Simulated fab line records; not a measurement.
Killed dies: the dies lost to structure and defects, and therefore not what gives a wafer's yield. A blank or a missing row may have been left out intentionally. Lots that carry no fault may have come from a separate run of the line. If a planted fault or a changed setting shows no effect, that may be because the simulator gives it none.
Code-filled problem report in 8D (eight disciplines) form + flow nand_harc + the parts of the form that need people (team, actions taken, sign-off) are left out

## 1. PROBLEM STATEMENT
A mean of 84 is read at NHARC_END_SORT_01 for killed_at_periphery, taken on 1 wafer of 1 lot, against 4 (standard deviation 3.2) on wafers free of any fault. Measured from the usual mean, that is +25 standard deviations.
Earliest sighting: wafer L323.1 on prober-02 at day 23 16:32. The record holds 3 wafers of 1 lot with a number at this step. Rule for "out", or "out of limits": more than 4 standard deviations from the usual mean. All remaining wafers that have a number are taken as sound.

## 2. WHAT IT IS AND WHAT IT IS NOT
| question                    | is                                                                                                                                      | is not                                                                      |
|-----------------------------|-----------------------------------------------------------------------------------------------------------------------------------------|-----------------------------------------------------------------------------|
| which readings at this step | killed_at_periphery, defect_limited_yield, killed_dies, sort_bin_2_pct, sort_bin_3_pct, sort_n_pass, sort_rim_yield_pct, sort_yield_pct | killed_at_array, killed_at_other, killed_open, killed_short, sort_bin_4_pct |
| which lots                  | L323                                                                                                                                    | -                                                                           |
| which wafers of those lots  | L323.1                                                                                                                                  | L323.2, L323.3                                                              |
| read on which gauges        | prober-02                                                                                                                               | -                                                                           |
| when                        | from day 23 16:32                                                                                                                       | up to then (0 sound wafers); but 2 sound wafers of L323 came after          |

## 3. WHAT RULES OUT EACH SUSPECT
Counting: any tool at a process step up to the reading remains a suspect provided it ran every lot that is out. Sound lots after the first of them don't rule it out here, since some wafers of a struck lot are sound.
- the gauge at NHARC_END_SORT_01: kept. All the wafers that are out were read on prober-02, and no step on other tools shows them out.
- pvd_sputter-01 at NHARC_P_M1_PVD_21 (deposits Cu, target thk 30 nm, time 20.49 s): kept. It ran the lot that is out, L323 (day 10 03:37).
- pvd_sputter-02 at NHARC_THIN_TSV_PRE_CLEAN_50 (time 30 s): kept. It ran the lot that is out, L323 (day 23 05:40). Because NHARC_THIN_TSV_PRE_CLEAN_50 lacks a start for some lots, the hours and order of its lots are taken from NHARC_THIN_TSV_ANNEAL_52.
- pvd_sputter-02 at NHARC_THIN_TSV_PVD_19 (deposits TaN, target thk 20 nm): kept. It ran the lot that is out, L323 (day 23 05:40). Because NHARC_THIN_TSV_PVD_19 lacks a start for some lots, the hours and order of its lots are taken from NHARC_THIN_TSV_ANNEAL_52.
- rtp_anneal-01 at NHARC_THIN_TSV_ANNEAL_52 (time 90 s): kept. It ran the lot that is out, L323 (day 23 05:40).
Left after counting: pvd_sputter-01 at NHARC_P_M1_PVD_21, pvd_sputter-02 at NHARC_THIN_TSV_PRE_CLEAN_50, pvd_sputter-02 at NHARC_THIN_TSV_PVD_19, rtp_anneal-01 at NHARC_THIN_TSV_ANNEAL_52, prober-02 at NHARC_END_SORT_01.

## 4. THE CAUSE (what the simulator had put in)
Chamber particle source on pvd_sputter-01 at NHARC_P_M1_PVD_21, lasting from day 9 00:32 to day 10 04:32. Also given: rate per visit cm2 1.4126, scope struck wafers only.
After counting, 5 suspects remain, this tool included.

## 5. SEQUENCE OF EFFECTS, ordered by route
Each row: a reading where the mean over the struck wafers with a number is more than 3 standard deviations away from the usual. Only readings whose record carries a usual standard deviation are examined. hours: median over the lots of the time between each lot's start at the first step of this table that gives one and its start at this step. sigmas: the change, counted in usual standard deviations.
| hours | step              | reading              | usual  | on struck wafers | change | sigmas |
|-------|-------------------|----------------------|--------|------------------|--------|--------|
| 0     | NHARC_END_SORT_01 | defect_limited_yield | 95.0 % | 83.8             | -11.2  | -6.6   |
| 0     | NHARC_END_SORT_01 | killed_at_periphery  | 4      | 84               | +80    | +25    |
| 0     | NHARC_END_SORT_01 | killed_dies          | 34     | 110              | +76    | +6.3   |
| 0     | NHARC_END_SORT_01 | sort_bin_2_pct       | 1.6 %  | 7.1              | +5.5   | +7.9   |
| 0     | NHARC_END_SORT_01 | sort_bin_3_pct       | 0.26 % | 5.32             | +5.06  | +22    |
| 0     | NHARC_END_SORT_01 | sort_n_pass          | 643    | 567              | -76    | -6.3   |
| 0     | NHARC_END_SORT_01 | sort_rim_yield_pct   | 96.4 % | 78.3             | -18.1  | -7.0   |
| 0     | NHARC_END_SORT_01 | sort_yield_pct       | 95.0 % | 83.8             | -11.2  | -6.6   |

## 6. HOW IT WOULD HAVE BEEN CAUGHT EARLIER
352 hours passed between the start of the fault at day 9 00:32 and the first reading out of limits at a measuring or inspecting step in this record, taken at day 23 16:32.
An alarm limit of 4 standard deviations would not have fired on the tool readings at NHARC_P_M1_PVD_21 for which the record gives a usual standard deviation, since none of them was out on any struck wafer.
All the lots that are out (1) had begun NHARC_P_M1_PVD_21 on pvd_sputter-01 by day 23 16:32. Holding the tool at that point would not have protected any of them.
